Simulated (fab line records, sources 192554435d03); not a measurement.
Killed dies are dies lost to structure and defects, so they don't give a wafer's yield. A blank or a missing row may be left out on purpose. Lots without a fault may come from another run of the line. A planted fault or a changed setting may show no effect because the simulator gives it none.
A struck lot beside a sound one | flow n5_finfet | 39 steps out of a route of 1938
Sound: wafers L438.1, L438.2, L438.5. Struck: wafers L424.4, L424.5. (L424.2 of the same lot was not struck and is left out.) The cause comes at the end.
At each step with rows: each side's tool, then ch and its chambers, then its first start. Under that, the readings that differ: sound wafers | struck wafers | difference of the means | sigmas: that difference in standard deviations of wafers without a fault.
alike: readings whose means differ by less than 2 such deviations, and words and numbers that are the same on both sides. not compared: withheld readings, readings that some wafer has no value for, bounds like >300 that may hide the same value, and numbers for which the record gives no deviation and whose values overlap.
The two part at a step that has a row with sigmas, a row that says differs or no value, or rows on one side only. Numbers that don't overlap but have no deviation are shown without sigmas and don't part them. A reading that every wafer of one side lacks parts them only if that side has two wafers or more.

first, 12 steps without rows for these wafers: N5_SD_EPI_N_ETCH_35 (etches SOC in N2/H2, overetch 108 nm, time 486 s); N5_SD_EPI_N_STRIP_36 (strips in N2/H2); N5_SD_EPI_N_ETCHBACK_44 (etches SiNx in CH3F/O2, stops on SiO2, target depth 14.5 nm); N5_SD_EPI_N_ETCH_45 (etches SiOCN in CH3F/O2, target depth 6 nm); N5_SD_EPI_N_ETCH_16 (etches SiO2 in CHF3/O2, target depth 5 nm); N5_SD_EPI_N_STRIP_47 (strips in CHF3/O2); N5_SD_EPI_N_SD_RECESS_17 (chemistry HBr/Cl2/O2, target depth 41 nm, time 23.7 s, bt time 3 s); N5_SD_EPI_N_STRIP_38 (strips in N2/H2); N5_SD_EPI_N_WET_ETCH_43 (etches SiO2 in dHF, time 14 s, target depth 1.5 nm); N5_SD_EPI_N_STRIP_18 (strips in SPM, time 750 s); N5_SD_EPI_N_SRD_20 (time 30 s); N5_SD_EPI_N_PRECLEAN_48 (cleans in NF3:NH3, afs cycles 2, time 20 s, sublimation time 60 s).
N5_SD_EPI_N_VAPOR_ETCH_50: etches Si in HCl, time 54 s.
  sound on epi_rpcvd-04 ch 0, day 8 15:17; struck on epi_rpcvd-04 ch 0, day 5 04:09
  reading              | sound             | struck | difference                    | sigmas
  susceptor_temp_C (C) | 775.6 775.1 775.4 | - -    | no value on the struck wafers |
  alike: throttle_valve_pct
then, 24 steps without rows for these wafers: N5_SD_EPI_N_EPI_21 (deposits Si:P, time 690 s); N5_SD_EPI_N_PRECLEAN_24 (cleans in O3/DIW, time 60 s); N5_SD_EPI_N_SRD_25 (time 30 s); N5_SD_EPI_N_PRECLEAN_49 (cleans in NF3:NH3, afs cycles 1, time 20 s, sublimation time 60 s); N5_SD_EPI_N_LINER_46 (material SiNx, target thk 3 nm); N5_SD_EPI_P_COAT_34 (time 60 s, resist thk 350 nm); N5_SD_EPI_P_COAT_35 (time 60 s, resist thk 35 nm); N5_SD_EPI_P_COAT_03 (resist thk 150 nm); N5_SD_EPI_P_EBR_05; N5_SD_EPI_P_SOFTBAKE_04 (time 60 s); N5_SD_EPI_P_EXPOSE_06 (exposes mask SD P BLK, target cd 240 nm); N5_SD_EPI_P_PEB_07 (peb time 60 s); N5_SD_EPI_P_DEVELOP_08 (develop time 30 s); N5_SD_EPI_P_DESCUM_14 (chemistry O2, time 7.9 s); N5_SD_EPI_P_ETCH_36 (etches SiARC in CF4, target depth 45.5 nm, time 75.8 s); N5_SD_EPI_P_ETCH_37 (etches SOC in N2/H2, overetch 108 nm, time 486 s); N5_SD_EPI_P_STRIP_38 (strips in N2/H2); N5_SD_EPI_P_ETCHBACK_46 (etches SiNx in CH3F/O2, stops on SiO2, target depth 17.5 nm); N5_SD_EPI_P_ETCH_47 (etches SiOCN in CH3F/O2, target depth 25 nm); N5_SD_EPI_P_ETCH_16 (etches SiO2 in CHF3/O2, target depth 5 nm); N5_SD_EPI_P_STRIP_50 (strips in CHF3/O2); N5_SD_EPI_P_SD_RECESS_17 (chemistry HBr/Cl2/O2, target depth 39.1 nm, bt time 3 s); N5_SD_EPI_P_WET_ETCH_45 (etches SiO2 in dHF, time 10.7 s, target depth 2 nm, rinse time 30 s); N5_SD_EPI_P_STRIP_40 (strips in N2/H2).
-- the record jumps here: 12 days lie between the struck wafers' starts before and after (it left off in module SD_EPI_P and takes up again in module BEOL_M4, whose first step shown is number 1111 of the route) --
N5_BEOL_M4_RC_MEAS_101:
  sound on prober-01 ch 0, day 17 16:49; struck on prober-02 ch 0, day 17 15:47
  reading            | sound             | struck      | difference | sigmas
  DIBL_N (mV/V)      | 36.4 35.8 35.6    | 27.6 28.9   | -7.7       | -7
  IOFF_N (nA/um)     | 0.167 0.154 0.155 | 0.054 0.062 | -0.101     | -5
  IOFF_N_85C (nA/um) | 3.3 3.1 3.1       | 1.2 1.4     | -1.9       | -6
  IOFF_N_LIN (nA/um) | 0.079 0.076 0.076 | 0.032 0.035 | -0.043     | -6
  ION_N (uA/um)      | 677 673 673       | 602 596     | -75        | -9
  REXT_N (ohm.um)    | 73.3 73.8 74.0    | 94.5 97.1   | +22.1      | +15
  SS_N (mV/dec)      | 72.0 72.6 72.1    | 69.1 69.3   | -3.0       | -5
  VT_N (mV)          | 249.3 249.8 248.3 | 266.4 263.5 | +15.8      | +6
  VT_N_LVT (mV)      | 95.9 96.9 96.5    | 113.7 112.1 | +16.5      | +7
  alike: DIBL_P, IOFF_P, ION_P, SS_P, VT_P
-- the record jumps here: 5 days lie between the struck wafers' starts before and after (it left off in module BEOL_M4 and takes up again in module PASSIVATION, whose first step shown is number 1936 of the route) --
N5_PASSIVATION_PROBE_49:
  sound on prober-01, day 22 07:51; struck on prober-01, day 22 13:15
  reading              | sound          | struck      | difference | sigmas
  killed_at_M0_to_M3   | 33 53 57       | 28 27       | -20        | -2
  sort_bin_8_speed (%) | 0 0 0          | 89.75 91.19 | +90.47     | +99 or more
  sort_n_pass          | 1083 1073 1066 | 23 6        | -1060      | -71
  sort_yield_pct (%)   | 91.8 90.9 90.3 | 1.9 0.5     | -89.8      | -75
  alike: defect_limited_yield, killed_at_M4_up, killed_at_contacts, killed_at_front_end, killed_at_other, killed_dies, killed_open, killed_short, sort_bin_5_function, sort_bin_6_memory

WHERE THEY PART
First at N5_SD_EPI_N_VAPOR_ETCH_50; last, within this record, at N5_PASSIVATION_PROBE_49.

WHY: what the simulator had put in
Process parameter drift: epi_rpcvd-04, from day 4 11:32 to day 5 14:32, at N5_SD_EPI_N_VAPOR_ETCH_50. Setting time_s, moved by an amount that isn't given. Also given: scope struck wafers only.
